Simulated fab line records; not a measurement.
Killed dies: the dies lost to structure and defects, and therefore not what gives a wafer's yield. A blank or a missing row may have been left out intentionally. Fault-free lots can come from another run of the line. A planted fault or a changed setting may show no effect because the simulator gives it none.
Matching of chambers	flow n5 finfet	N5_BEOL_M0_SAQP_DESCUM_45 on rie diel-04: 3 sister chambers
The step chemistry O2, time 7 s. 18 wafers are shown with their chamber, then 8 later ones without.

WAFERS WITH THEIR CHAMBER
wafer	chamber	showerhead plenum p Torr (Torr)	throttle valve pct (%)	drypump motor current A (A)
L079.3	3	2.13	20.11	5.4
L079.4	3	2.13	20.11	5.4
L079.6	0	1.99	20.86	6.3
L081.2	3	2.13	20.13	5.4
L081.3	1	2.06	20.55	5.9
L081.5	3	2.13	20.12	5.4
L083.1	0	1.99	20.88	6.3
L083.2	1	2.05	20.58	5.8
L083.4	0	1.99	20.88	6.3
L084.1	0	1.99	20.88	6.3
L084.2	1	2.05	20.59	5.8
L084.6	1	2.05	20.59	5.8
L086.1	1	2.05	20.60	5.8
L086.3	0	1.99	20.89	6.4
L086.6	3	2.13	20.15	5.4
L087.1	1	2.05	20.59	5.8
L087.3	3	2.13	20.15	5.4
L087.6	0	1.98	20.90	6.4

SIGNATURES (means of the wafers above)
reading	chamber 0	chamber 1	chamber 3	scatter within a chamber
showerhead plenum p Torr	1.9883	2.0517	2.1300	0.00333
throttle valve pct	20.8817	20.5833	20.1283	0.0165
drypump motor current A	6.333	5.817	5.400	0.038
Rule: for each reading, subtract the chamber's mean from the wafer's reading, divide by that reading's scatter and square the result; add these up over the readings and take the root, which gives the wafer's distance from the chamber. If the next closest chamber is less than 2 further off than the closest, the wafer can't be placed; otherwise it belongs to the closest. The scatter is the square root of a quotient: the sum, over the shown wafers, of each reading's squared deviation from its chamber's mean, divided by wafers minus chambers.

WAFERS MISSING THEIR CHAMBER
wafer	showerhead plenum p Torr (Torr)	throttle valve pct (%)	drypump motor current A (A)
L090.1	2.12	20.16	5.4
L090.4	2.05	20.60	5.8
L090.5	1.98	20.90	6.3
L094.1	2.12	20.17	5.4
L094.2	2.04	20.63	5.8
L094.5	2.05	20.62	5.8
L095.3	2.12	20.19	5.4
L095.4	2.04	20.62	5.8

EACH ONE'S CHAMBER
wafer	from the rows above	in truth
L090.1	3	3
L090.4	1	1
L090.5	0	0
L094.1	3	3
L094.2	1	1
L094.5	1	1
L095.3	3	3
L095.4	1	1
Placed correctly: 8 of 8. Can't be placed from these rows: 0. 0 placed wrongly.
